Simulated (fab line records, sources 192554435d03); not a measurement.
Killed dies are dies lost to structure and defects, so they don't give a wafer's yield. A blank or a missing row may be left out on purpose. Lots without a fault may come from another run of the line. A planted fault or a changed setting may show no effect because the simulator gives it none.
Split-lot experiment | flow n5_finfet | 7 lots, 39 wafers read, on a route of 1938 steps

THE SPLIT
At N5_MOL_CONTACT_COAG_SPUTTER_130 (material Co, target thk 47.5 nm), the setting power_w was moved away from the recipe's 3000 W on 12 of the 39 wafers read, by -18.8% to +7.2%. The other wafers ran this setting at the recipe's value.

The reading is taken at the split's own step.

THE READING
Co_of_MOL_CONTACT_COAG_SPUTTER_130.thk_nm (the simulator's own value, which no gauge read), in nm, at N5_MOL_CONTACT_COAG_SPUTTER_130 (material Co, target thk 47.5 nm). The file gives no usual value for it. The 27 wafers here that ran the recipe average 46.8 nm, standard deviation 0.48 nm.

wafer  | tool, chamber at the split | power_w as run, W | against the recipe | Co_of_MOL_CONTACT_COAG_SPUTTER_130.thk_nm, nm | against lot-mates on the recipe
L074.1 | pvd_sputter-02, -          | 3000              | recipe             | 47.4                                          | -
L074.6 | pvd_sputter-02, -          | 3000              | recipe             | 47.4                                          | -
L074.2 | pvd_sputter-02, -          | 3000              | recipe             | 47.2                                          | -
L076.1 | pvd_sputter-03, -          | 3217              | +7.2%              | 50.4                                          | +3.5
L076.4 | pvd_sputter-03, -          | 3217              | +7.2%              | 50.4                                          | +3.5
L076.2 | pvd_sputter-03, -          | 3000              | recipe             | 46.8                                          | -
L076.3 | pvd_sputter-03, -          | 3000              | recipe             | 47                                            | -
L076.6 | pvd_sputter-03, -          | 3000              | recipe             | 47                                            | -
L076.5 | pvd_sputter-03, -          | 3217              | +7.2%              | 50.2                                          | +3.3
L086.1 | pvd_sputter-02, -          | 3000              | recipe             | 46.4                                          | -
L086.2 | pvd_sputter-02, -          | 3000              | recipe             | 46.4                                          | -
L086.3 | pvd_sputter-02, -          | 3000              | recipe             | 46.4                                          | -
L086.4 | pvd_sputter-02, -          | 3000              | recipe             | 46.4                                          | -
L086.5 | pvd_sputter-02, -          | 3000              | recipe             | 46.4                                          | -
L086.6 | pvd_sputter-02, -          | 3000              | recipe             | 46.6                                          | -
L089.1 | pvd_sputter-01, -          | 3164              | +5.5%              | 49.4                                          | +1.8
L089.2 | pvd_sputter-01, -          | 3164              | +5.5%              | 50                                            | +2.4
L089.3 | pvd_sputter-01, -          | 3164              | +5.5%              | 49.6                                          | +2.0
L089.4 | pvd_sputter-01, -          | 3000              | recipe             | 47.4                                          | -
L089.5 | pvd_sputter-01, -          | 3000              | recipe             | 47.8                                          | -
L089.6 | pvd_sputter-01, -          | 3000              | recipe             | 47.6                                          | -
L091.1 | pvd_sputter-01, -          | 3000              | recipe             | 46.6                                          | -
L091.3 | pvd_sputter-01, -          | 3000              | recipe             | 46.6                                          | -
L091.6 | pvd_sputter-01, -          | 3000              | recipe             | 46.6                                          | -
L091.2 | pvd_sputter-01, -          | 3000              | recipe             | 46.8                                          | -
L091.4 | pvd_sputter-01, -          | 3000              | recipe             | 46.2                                          | -
L091.5 | pvd_sputter-01, -          | 3000              | recipe             | 46.4                                          | -
L094.1 | pvd_sputter-03, -          | 2663              | -11.2%             | 42.2                                          | -5.2
L094.5 | pvd_sputter-03, -          | 2663              | -11.2%             | 42.2                                          | -5.2
L094.2 | pvd_sputter-03, -          | 3000              | recipe             | 47.2                                          | -
L094.3 | pvd_sputter-03, -          | 3000              | recipe             | 47.6                                          | -
L094.4 | pvd_sputter-03, -          | 3000              | recipe             | 47.4                                          | -
L094.6 | pvd_sputter-03, -          | 2663              | -11.2%             | 42.4                                          | -5.0
L097.1 | pvd_sputter-01, -          | 3000              | recipe             | 46.6                                          | -
L097.2 | pvd_sputter-01, -          | 2436              | -18.8%             | 37.6                                          | -8.8
L097.3 | pvd_sputter-01, -          | 3000              | recipe             | 46.2                                          | -
L097.4 | pvd_sputter-01, -          | 2436              | -18.8%             | 38                                            | -8.4
L097.5 | pvd_sputter-01, -          | 2436              | -18.8%             | 37.4                                          | -9.0
L097.6 | pvd_sputter-01, -          | 3000              | recipe             | 46.4                                          | -

THE FIT
A straight line over all 39 wafers: Co_of_MOL_CONTACT_COAG_SPUTTER_130.thk_nm changes by +0.473 nm for each +1% of power_w; r = +0.99; the points scatter about the line by 0.48 nm.
The same after taking each lot's own level away (the mean of its wafers on the recipe; 39 wafers): +0.458 nm for each +1%; r = +1.00; scatter 0.21 nm.
On that fit, the largest move of power_w shifts the reading by 8.6 nm.
The lots' own levels span 46.40 to 47.60 nm, that is 2.5 times the standard deviation above.
So the lot-to-lot level changes the slope little: the two slopes agree.
Check: with one of the wafers moved furthest among these (-18.8%) left out of the fit, the line predicts -8.6 nm for it against its lot-mates. It came out at -8.8 nm against them.

OTHER SPLITS ON THESE WAFERS
These wafers also went through other splits before the reading. Each is held against what the fit with the lots' levels taken away leaves over:
other split on the same wafers              | wafers away from the commonest value | r with Co_of_MOL_CONTACT_COAG_SPUTTER_130.thk_nm (lot level and that fit taken away)
N5_MOL_CONTACT_COAG_ETCH_106 target_depth_a | 12                                   | +0.31

THE FILE'S OWN FIT
Co_of_MOL_CONTACT_COAG_SPUTTER_130.thk_nm changes by +0.459 nm for each +1% of power_w, r = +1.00.
